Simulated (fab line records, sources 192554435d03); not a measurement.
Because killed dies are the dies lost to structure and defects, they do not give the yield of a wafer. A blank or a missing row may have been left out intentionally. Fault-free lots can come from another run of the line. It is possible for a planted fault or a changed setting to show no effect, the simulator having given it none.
A lot that was struck, set against a sound lot || flow n5 finfet || 40 out of 1938 route steps
Sound: the wafers L713.2, L713.3, L713.5. Struck: wafer L717.6. (L717.2, L717.3 of the same lot were not struck and are left out.) The cause comes at the end.
Each step with rows lists, per side, the tool, then ch with its chambers, then its first start. Under that, the readings that differ: sound wafers || struck wafers || difference of the means || sigmas: that difference in standard deviations of wafers without a fault.
alike: a reading whose means differ by less than 2 such deviations, as well as words and numbers matching on both sides. not compared: withheld readings; readings where some wafer has no value; bounds like >300 that might hide an equal value; numbers whose values overlap and for which the record gives no deviation.
The two part at a step that has a row with sigmas, a row that says differs or no value, or rows on one side only. Non-overlapping numbers with no deviation appear without sigmas and do not part them. Lack of a reading on every wafer of one side parts them only where that side has two or more wafers.

first, 9 steps without rows for these wafers: N5_BEOL_M4_ANNEAL_95 (time 240 s); N5_BEOL_M4_SPUTTER_96 (material Cu, target thk 4.5 nm, time 8.29 s); N5_BEOL_M4_ECD_50 (material Cu, target thk 300 nm); N5_BEOL_M4_ANNEAL_51 (time 90 s); N5_BEOL_M4_CMP_52 (polishes, stops on SiOC, t overpolish 6.8 s, target thk 40 nm); N5_BEOL_M4_PRE_CLEAN_60 (time 15 s); N5_BEOL_M4_CO_CAP_55 (material Co, precursor CCTBA/H2, target thk 2 nm, time 102.1 s); N5_BEOL_M4_PRE_CLEAN_56 (time 15 s); N5_BEOL_M4_DEP_57 (deposits SiCN from 3MS/NH3, target thk 8 nm, time 14 s).
N5_BEOL_M4_RC_MEAS_101:
  sound on prober-02 ch 0, day 9 17:34; struck on prober-01 ch 0, day 11 10:02
  alike: DIBL_N, DIBL_P, IOFF_N, IOFF_P, ION_N, ION_P, SS_N, SS_P, VT_N, VT_P
then, 24 steps without rows for these wafers: N5_BEOL_M5_ILD_DEP_00 (deposits SiCOH lowk from DEMS/porogen, target thk 140.64 nm, time 25.9 s); N5_BEOL_M5_CURE_79 (cures SiCOH lowk, time 240 s); N5_BEOL_M5_PECVD_70 (deposits SiO2 from TEOS/O2, target thk 16 nm, time 18 s); N5_BEOL_M5_HM_DEP_02 (deposits TiN, target thk 20 nm); N5_BEOL_M5_COAT_59 (time 60 s, resist thk 60 nm); N5_BEOL_M5_COAT_60 (time 60 s, resist thk 12 nm); N5_BEOL_M5_COAT_71 (time 60 s, resist thk 5 nm); N5_BEOL_M5_COAT_05 (resist thk 30 nm); N5_BEOL_M5_EBR_07; N5_BEOL_M5_SOFTBAKE_06 (time 60 s); N5_BEOL_M5_EXPOSE_08 (exposes mask M5, target cd 28 nm); N5_BEOL_M5_PEB_09 (peb time 60 s); N5_BEOL_M5_DEVELOP_10 (develop time 30 s); N5_BEOL_M5_DESCUM_16 (chemistry O2, time 7 s); N5_BEOL_M5_ETCH_72 (etches underlayer in N2/H2, target depth 6.5 nm, time 5.2 s); N5_BEOL_M5_ETCH_61 (etches SiARC in CF4, target depth 15.6 nm, time 26 s); N5_BEOL_M5_ETCH_62 (etches SOC in N2/H2, target depth 75 nm, overetch 15 nm, time 112.5 s); N5_BEOL_M5_STRIP_63 (strips in N2/H2); N5_BEOL_M5_STRIP_73 (strips in N2/H2); N5_BEOL_M5_STRIP_64 (strips in CF4); N5_BEOL_M5_HM_OPEN_17 (chemistry Cl2/BCl3, target TiN, target depth 20 nm, overetch 6 nm); N5_BEOL_M5_STRIP_19 (strips in O2); N5_BEOL_M5_COAT_65 (time 60 s, resist thk 60 nm); N5_BEOL_M5_COAT_66 (time 60 s, resist thk 12 nm).
-- here the record skips 2 days between the struck wafers' starts before and after, leaving off in module BEOL_M5 and picking up in module BEOL_M9 (first step shown: number 1422 of the route) --
N5_BEOL_M9_HM_OPEN_17: chemistry Cl2/BCl3, target TiN, target depth 20 nm, overetch 6 nm.
  sound on rie metal-03 ch 0, day 12 03:50; struck on rie metal-03 ch 0, day 13 10:44
{"reading": "model.etch.depth nm (nm)", "sound": "19.95 19.61 19.63", "struck": 16.33, "difference": -3.40, "sigmas": ""}
{"reading": "model.SOC_of_BEOL_M9_COAT_59.thk nm (nm)", "sound": "92.6 92.8 92.2", "struck": 95, "difference": "+2", "sigmas": ""}
  alike: bias w, drypump motor current A, oes product au, throttle valve pct
  not compared: rf hours counter h
N5_BEOL_M9_VIA_ETCH_34: etches SiCOH lowk in C4F6/O2, target depth 182.4 nm, time 68.4 s.
  sound on rie diel-06 ch 0,1, day 12 06:13; struck on rie diel-05 ch 1, day 13 13:17
{"reading": "oes product au (a.u.)", "sound": "0.78 0.67 0.67", "struck": 0.28, "difference": -0.43, "sigmas": -5}
  alike: C4F6_flow_sccm, bias w, drypump motor current A, rf vpp V, showerhead plenum p Torr, throttle valve pct
  not compared: rf hours counter h
N5_BEOL_M9_OCD_MEAS_38:
  sound on ocd-01 at day 12 06:30; struck on ocd-02 at day 13 13:34
{"reading": "trench depth nm (nm)", "sound": "151.0 149.5 149.4", "struck": 9.0, "difference": -141.0, "sigmas": -49}
N5_BEOL_M9_CD_MEAS_35: target cd 70 nm, target cd y 40 nm.
  sound on cd sem-01 at day 12 06:39; struck on cd sem-02 at day 13 13:43
  not compared: cd nm
N5_BEOL_M9_THK_MEAS_53: measures by xrf.
  sound on film metro-01 at day 12 09:37; struck on film metro-01 at day 13 16:34
  not compared: M9_THK
-- a jump in the record: the struck wafers' starts before and after are 2 days apart (it breaks off in module BEOL_M9 and resumes in module PASSIVATION, where the first step shown is number 1936 of the route) --
N5_PASSIVATION_PROBE_49:
  sound on prober-02 at day 15 03:55; struck on prober-02 at day 16 03:31
{"reading": "defect limited yield (%)", "sound": "89.5 91.2 91.4", "struck": 8.3, "difference": -82.4, "sigmas": -55}
{"reading": "killed_at_M4_up", "sound": "8 9 15", "struck": 1009, "difference": "+998", "sigmas": "+99 or more"}
{"reading": "killed at front end", "sound": "61 57 47", "struck": 18, "difference": -37, "sigmas": -3}
{"reading": "killed dies", "sound": "124 104 102", "struck": 1082, "difference": "+972", "sigmas": "+54"}
{"reading": "killed on rim", "sound": "11 11 16", "struck": 122, "difference": "+109", "sigmas": "+26"}
{"reading": "sort_bin_5_function (%)", "sound": "6.4 5.4 4.9", "struck": 88.9, "difference": "+83.3", "sigmas": "+88"}
{"reading": "sort n pass", "sound": "1056 1076 1078", "struck": 98, "difference": -972, "sigmas": -54}
{"reading": "sort yield pct (%)", "sound": "89.5 91.2 91.4", "struck": 8.3, "difference": -82.4, "sigmas": -55}
  alike: killed_at_M0_to_M3, killed at contacts, killed at other, killed open, killed short, sort_bin_6_memory

== WHERE THEY PART ==
At N5_BEOL_M9_VIA_ETCH_34 first; at N5_PASSIVATION_PROBE_49 last (within this record only).

WHY: what had been put in by the simulator
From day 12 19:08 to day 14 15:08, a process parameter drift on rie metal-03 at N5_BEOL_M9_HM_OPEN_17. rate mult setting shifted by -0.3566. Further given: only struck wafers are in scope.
